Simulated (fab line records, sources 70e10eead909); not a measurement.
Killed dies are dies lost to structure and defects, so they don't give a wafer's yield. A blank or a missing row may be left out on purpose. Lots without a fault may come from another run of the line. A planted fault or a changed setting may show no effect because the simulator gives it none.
Chamber matching | flow nand_harc | NHARC_P_M2_STRIP_18 on rie_diel-09: 4 sister chambers
The step strips in N2/H2. 30 wafers are shown with their chamber, then 12 later ones without.

WAFERS WITH THEIR CHAMBER
wafer  | chamber | drypump_motor_current_A (A) | throttle_valve_pct (%) | rf_vpp_V (V)
L075.2 | 3       | 5.5                         | 14.172                 | 90.8
L075.5 | 3       | 5.5                         | 14.172                 | 90.5
L075.6 | 0       | 5.8                         | 14.173                 | 90.8
L074.2 | 1       | 5.9                         | 14.181                 | 92.1
L074.3 | 0       | 5.8                         | 14.165                 | 89.2
L074.5 | 2       | 5.6                         | 14.180                 | 91.1
L076.1 | 0       | 5.8                         | 14.158                 | 90.4
L076.2 | 1       | 5.9                         | 14.145                 | 92.0
L076.6 | 0       | 5.8                         | 14.183                 | 89.7
L077.2 | 3       | 5.5                         | 14.174                 | 89.9
L077.3 | 1       | 5.9                         | 14.158                 | 91.1
L077.4 | 0       | 5.8                         | 14.167                 | 91.5
L078.1 | 1       | 5.9                         | 14.166                 | 91.0
L078.2 | 0       | 5.8                         | 14.176                 | 89.1
L078.3 | 2       | 5.6                         | 14.174                 | 89.5
L079.2 | 0       | 5.8                         | 14.171                 | 90.3
L079.3 | 2       | 5.6                         | 14.185                 | 88.9
L079.4 | 2       | 5.6                         | 14.187                 | 89.5
L080.1 | 1       | 6.0                         | 14.153                 | 91.4
L080.2 | 2       | 5.6                         | 14.182                 | 91.2
L080.6 | 0       | 5.8                         | 14.183                 | 90.5
L081.2 | 3       | 5.5                         | 14.167                 | 87.9
L081.3 | 0       | 5.8                         | 14.183                 | 91.3
L081.5 | 3       | 5.5                         | 14.169                 | 89.7
L084.1 | 3       | 5.5                         | 14.171                 | 89.9
L084.2 | 0       | 5.8                         | 14.156                 | 91.7
L084.6 | 1       | 5.9                         | 14.175                 | 90.5
L088.4 | 0       | 5.8                         | 14.195                 | 90.8
L088.5 | 3       | 5.5                         | 14.174                 | 87.5
L088.6 | 2       | 5.6                         | 14.180                 | 91.7

SIGNATURES (means of the wafers above)
reading                 | chamber 0 | chamber 1 | chamber 2 | chamber 3 | scatter within a chamber
drypump_motor_current_A | 5.800     | 5.917     | 5.600     | 5.500     | 0.0179
throttle_valve_pct      | 14.17364  | 14.16300  | 14.18133  | 14.17129  | 0.00976
rf_vpp_V                | 90.482    | 91.350    | 90.317    | 89.457    | 0.995
Rule: a wafer's distance from a chamber is the root of the sum, over the readings, of the square of ((its reading less the chamber's mean) divided by the reading's scatter). The wafer belongs to the nearest chamber; if the next one is less than 2 further off, it can't be placed. The scatter: the root of (the sum of the squares of (reading less its chamber's mean) over the shown wafers, divided by (wafers less chambers)).

WAFERS WITHOUT THEIR CHAMBER
wafer  | drypump_motor_current_A (A) | throttle_valve_pct (%) | rf_vpp_V (V)
L087.2 | 5.8                         | 14.184                 | 91.1
L087.3 | 5.5                         | 14.167                 | 88.9
L087.5 | 5.8                         | 14.173                 | 90.3
L085.2 | 5.5                         | 14.169                 | 90.6
L085.3 | 5.6                         | 14.180                 | 91.1
L085.5 | 5.6                         | 14.170                 | 90.1
L089.1 | 5.9                         | 14.161                 | 90.7
L089.2 | 5.5                         | 14.174                 | 90.9
L089.3 | 5.8                         | 14.188                 | 89.5
L093.3 | 5.6                         | 14.177                 | 89.1
L093.5 | 5.9                         | 14.168                 | 91.4
L093.6 | 5.6                         | 14.175                 | 89.6

WHICH CHAMBER EACH WENT THROUGH
wafer  | from the rows above | in truth
L087.2 | 0                   | 0
L087.3 | 3                   | 3
L087.5 | 0                   | 0
L085.2 | 3                   | 3
L085.3 | 2                   | 2
L085.5 | 2                   | 2
L089.1 | 1                   | 1
L089.2 | 3                   | 3
L089.3 | 0                   | 0
L093.3 | 2                   | 2
L093.5 | 1                   | 1
L093.6 | 2                   | 2
Placed correctly: 12 of 12. Can't be placed from these rows: 0. Placed wrongly: 0.
